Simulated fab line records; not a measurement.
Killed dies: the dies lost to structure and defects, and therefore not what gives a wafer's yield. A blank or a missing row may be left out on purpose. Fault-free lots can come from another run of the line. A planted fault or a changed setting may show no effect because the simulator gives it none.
Which tool is to blame? -- flow n5Finfet -- 9 lots with 27 wafers sampled at 2 steps, on a route of 1938 steps

WHAT EACH GAUGE READ, for each wafer
N5_MOL_CONTACT_COAG_CD_MEAS_40: target cd 25.1 nm.
lot,measured,on,cdNm (nm)
L444,day 5 20:31,cdSem-01,24.90 25.10 25.22
L445,day 6 03:05,cdSem-02,24.93 25.13 24.82
L447,day 6 18:40,cdSem-02,24.97 24.99 24.74
L451,day 7 10:10,cdSem-03,24.80 25.12 25.04
L452,day 7 19:02,cdSem-03,24.83 24.62 24.93
L453,day 8 03:03,cdSem-02,25.13 25.21 25.22
L454,day 8 07:02,cdSem-03,25.14 24.92 25.19
L457,day 9 05:14,cdSem-01,24.74 24.89 24.93
L464,day 10 20:11,cdSem-03,25.06 25.00 9.78

TOOL THAT RAN EACH LOT (tool first, then ch and the chambers of the sampled wafers, then the start)
lot,N5_MOL_CONTACT_COAG_EXPOSE_37
L444,"euvScanner-01 ch 0, day 5 20:23"
L445,"euvScanner-01 ch 0, day 6 02:57"
L447,"euvScanner-02 ch 0, day 6 18:31"
L451,"euvScanner-02 ch 0, day 7 10:02"
L452,"euvScanner-02 ch 0, day 7 18:54"
L453,"euvScanner-02 ch 0, day 8 02:54"
L454,"euvScanner-02 ch 0, day 8 06:54"
L457,"euvScanner-02 ch 0, day 9 05:06"
L464,"euvScanner-02 ch 0, day 10 20:02"
- N5_MOL_CONTACT_COAG_EXPOSE_37: exposes mask VD, defocus 0 nm.

THE ANSWER, worked out from the rows above alone
Rule: the lots themselves supply what counts as usual. The widest of any qualifying gaps counts: lots, ordered by their means at a reading, are off when they make up no more than a third of the lots, leave a main group of 4 or more, and stand apart from it by 3 or more times the standard deviation of that group's means. A main group whose means are all the same, to the digits that the tables above print for the reading, isn't used. A lot without any number at a reading at which 4 lots or more have one is off too. The other lots that the step has rows for count as sound.
Off: L464 (N5_MOL_CONTACT_COAG_CD_MEAS_40, cdNm). For the main group the mean is 24.98 nm and the standard deviation 0.12.
A tool fits if, at a process step before that reading, it ran every lot that is off, and no sound lot after the first of them. Those tools and the gauges at N5_MOL_CONTACT_COAG_CD_MEAS_40 are tried in the same way. This does not decide it: 2 tools fit, namely euvScanner-02 at N5_MOL_CONTACT_COAG_EXPOSE_37 and cdSem-03 at N5_MOL_CONTACT_COAG_CD_MEAS_40.

WHAT THE SIMULATOR PUT IN
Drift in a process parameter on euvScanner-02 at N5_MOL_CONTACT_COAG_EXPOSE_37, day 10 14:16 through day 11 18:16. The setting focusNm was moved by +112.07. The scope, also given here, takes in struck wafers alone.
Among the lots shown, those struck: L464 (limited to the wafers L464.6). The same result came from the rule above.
